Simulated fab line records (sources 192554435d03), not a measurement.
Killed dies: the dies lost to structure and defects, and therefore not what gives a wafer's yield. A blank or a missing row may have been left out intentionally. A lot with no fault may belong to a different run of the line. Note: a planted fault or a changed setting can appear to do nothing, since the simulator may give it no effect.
Split-lot experiment || flow n5 finfet || 7 lots, 21 wafers read, on a route of 1938 steps

ABOUT THE SPLIT
At N5_PMOS_HMC_CHANNEL_EPI_COAT_31 (time 60 s, resist thk 66 nm), the setting spin rpm was moved away from the recipe's 1500 rpm on 5 of the 21 wafers read, by -7.9% to +6.6%. The other wafers ran this setting at the recipe's value.

FROM THE SPLIT TO THE READING: what the file shows between them, 3 steps
- N5_PMOS_HMC_CHANNEL_EPI_COAT_03: resist thk 205 nm
- N5_PMOS_HMC_CHANNEL_EPI_EBR_05
- N5_PMOS_HMC_CHANNEL_EPI_DESCUM_14: chemistry O2, time 7.9 s

THE READING
etch.depth nm (the simulator's own value, which no gauge read), in nm, at N5_PMOS_HMC_CHANNEL_EPI_ETCH_32 (etches BARC in N2/H2, stops on SiO2, target depth 85.8 nm, time 50.3 s). There is no usual value for it anywhere in the file. Average 65.96 nm, standard deviation 0.23 nm, over the 16 wafers here run with the recipe.

{"wafer": "L083.2", "tool, chamber at the split": "litho track-04, 0", "spin rpm as run, rpm": 1500, "against the recipe": "recipe", "etch.depth nm, nm": 65.91, "against lot-mates on the recipe": "-"}
{"wafer": "L083.5", "tool, chamber at the split": "litho track-04, 0", "spin rpm as run, rpm": 1500, "against the recipe": "recipe", "etch.depth nm, nm": 65.63, "against lot-mates on the recipe": "-"}
{"wafer": "L083.6", "tool, chamber at the split": "litho track-04, 0", "spin rpm as run, rpm": 1500, "against the recipe": "recipe", "etch.depth nm, nm": 65.62, "against lot-mates on the recipe": "-"}
{"wafer": "L084.2", "tool, chamber at the split": "litho track-01, 0", "spin rpm as run, rpm": 1599, "against the recipe": "+6.6%", "etch.depth nm, nm": 64.02, "against lot-mates on the recipe": -1.80}
{"wafer": "L084.4", "tool, chamber at the split": "litho track-01, 0", "spin rpm as run, rpm": 1599, "against the recipe": "+6.6%", "etch.depth nm, nm": 63.92, "against lot-mates on the recipe": -1.90}
{"wafer": "L084.5", "tool, chamber at the split": "litho track-01, 0", "spin rpm as run, rpm": 1500, "against the recipe": "recipe", "etch.depth nm, nm": 65.82, "against lot-mates on the recipe": "-"}
{"wafer": "L086.1", "tool, chamber at the split": "litho track-01, 0", "spin rpm as run, rpm": 1500, "against the recipe": "recipe", "etch.depth nm, nm": 65.95, "against lot-mates on the recipe": "-"}
{"wafer": "L086.4", "tool, chamber at the split": "litho track-01, 0", "spin rpm as run, rpm": 1500, "against the recipe": "recipe", "etch.depth nm, nm": 65.77, "against lot-mates on the recipe": "-"}
{"wafer": "L086.6", "tool, chamber at the split": "litho track-01, 0", "spin rpm as run, rpm": 1500, "against the recipe": "recipe", "etch.depth nm, nm": 65.92, "against lot-mates on the recipe": "-"}
{"wafer": "L089.1", "tool, chamber at the split": "litho track-02, 0", "spin rpm as run, rpm": 1500, "against the recipe": "recipe", "etch.depth nm, nm": 66.2, "against lot-mates on the recipe": "-"}
{"wafer": "L089.4", "tool, chamber at the split": "litho track-02, 0", "spin rpm as run, rpm": 1438, "against the recipe": "-4.1%", "etch.depth nm, nm": 67.58, "against lot-mates on the recipe": "+1.39"}
{"wafer": "L089.5", "tool, chamber at the split": "litho track-02, 0", "spin rpm as run, rpm": 1500, "against the recipe": "recipe", "etch.depth nm, nm": 66.18, "against lot-mates on the recipe": "-"}
{"wafer": "L091.1", "tool, chamber at the split": "litho track-04, 0", "spin rpm as run, rpm": 1500, "against the recipe": "recipe", "etch.depth nm, nm": 66.14, "against lot-mates on the recipe": "-"}
{"wafer": "L091.2", "tool, chamber at the split": "litho track-04, 0", "spin rpm as run, rpm": 1500, "against the recipe": "recipe", "etch.depth nm, nm": 66.06, "against lot-mates on the recipe": "-"}
{"wafer": "L091.3", "tool, chamber at the split": "litho track-04, 0", "spin rpm as run, rpm": 1583, "against the recipe": "+5.5%", "etch.depth nm, nm": 64.31, "against lot-mates on the recipe": -1.79}
{"wafer": "L093.1", "tool, chamber at the split": "litho track-04, 0", "spin rpm as run, rpm": 1500, "against the recipe": "recipe", "etch.depth nm, nm": 65.62, "against lot-mates on the recipe": "-"}
{"wafer": "L093.4", "tool, chamber at the split": "litho track-04, 0", "spin rpm as run, rpm": 1381, "against the recipe": "-7.9%", "etch.depth nm, nm": 68.65, "against lot-mates on the recipe": "+2.94"}
{"wafer": "L093.6", "tool, chamber at the split": "litho track-04, 0", "spin rpm as run, rpm": 1500, "against the recipe": "recipe", "etch.depth nm, nm": 65.8, "against lot-mates on the recipe": "-"}
{"wafer": "L096.4", "tool, chamber at the split": "litho track-04, 0", "spin rpm as run, rpm": 1500, "against the recipe": "recipe", "etch.depth nm, nm": 66.27, "against lot-mates on the recipe": "-"}
{"wafer": "L096.5", "tool, chamber at the split": "litho track-04, 0", "spin rpm as run, rpm": 1500, "against the recipe": "recipe", "etch.depth nm, nm": 66.23, "against lot-mates on the recipe": "-"}
{"wafer": "L096.6", "tool, chamber at the split": "litho track-04, 0", "spin rpm as run, rpm": 1500, "against the recipe": "recipe", "etch.depth nm, nm": 66.27, "against lot-mates on the recipe": "-"}

THE FIT
A straight line over all 21 wafers: etch.depth nm changes by -0.322 nm for each +1% of spin rpm; r = -0.98; the points scatter about the line by 0.23 nm.
The same after taking each lot's own level away (the mean of its wafers on the recipe; 21 wafers): -0.322 nm for each +1%; r = -0.99; scatter 0.14 nm.
On that fit, the largest move of spin rpm shifts the reading by 2.6 nm.
Measured against the standard deviation above, the lots' own levels, which go from 65.710 to 66.257 nm, span 2.4 times it.
Hence the lot-to-lot level has little effect on the slope; both slopes agree.
Check: with one of the wafers moved furthest among these (-7.9%) left out of the fit, the line predicts +2.38 nm for it against its lot-mates. Against them it came out at +2.94 nm.

OTHER SPLITS APPLIED TO THESE WAFERS
Note: prior to the reading, these wafers also went through further splits. Each is held against what the fit with the lots' levels taken away leaves over:
{"other split on the same wafers": "N5_ZERO_LAYER_PECVD_02 time s", "wafers away from the commonest value": 3, "r with etch.depth nm (lot level and that fit taken away)": -0.09}
{"other split on the same wafers": "N5_ZERO_LAYER_DEVELOP_10 develop time s", "wafers away from the commonest value": 8, "r with etch.depth nm (lot level and that fit taken away)": "+0.18"}
{"other split on the same wafers": "N5_PMOS_HMC_CHANNEL_EPI_HM_DEP_34 time s", "wafers away from the commonest value": 4, "r with etch.depth nm (lot level and that fit taken away)": "+0.20"}

THE WHOLE CHAIN: every reading that the file lists as answering this split, in the file's order
{"step": "N5_PMOS_HMC_CHANNEL_EPI_COAT_31", "what it does": "time 60 s, resist thk 66 nm", "reading": "BARC_of_PMOS_HMC_CHANNEL_EPI_COAT_31.thk nm (the simulator's own value, which no gauge read)", "change (the file's fit)": "-0.332 nm for each +1% of the setting", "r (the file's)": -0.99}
{"step": "N5_PMOS_HMC_CHANNEL_EPI_ETCH_32", "what it does": "etches BARC in N2/H2, stops on SiO2, target depth 85.8 nm, time 50.3 s", "reading": "etch.depth nm (the simulator's own value, which no gauge read)", "change (the file's fit)": "-0.332 nm for each +1% of the setting", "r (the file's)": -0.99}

FILE'S OWN FIT
etch.depth nm changes by -0.332 nm for each +1% of spin rpm, r = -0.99.
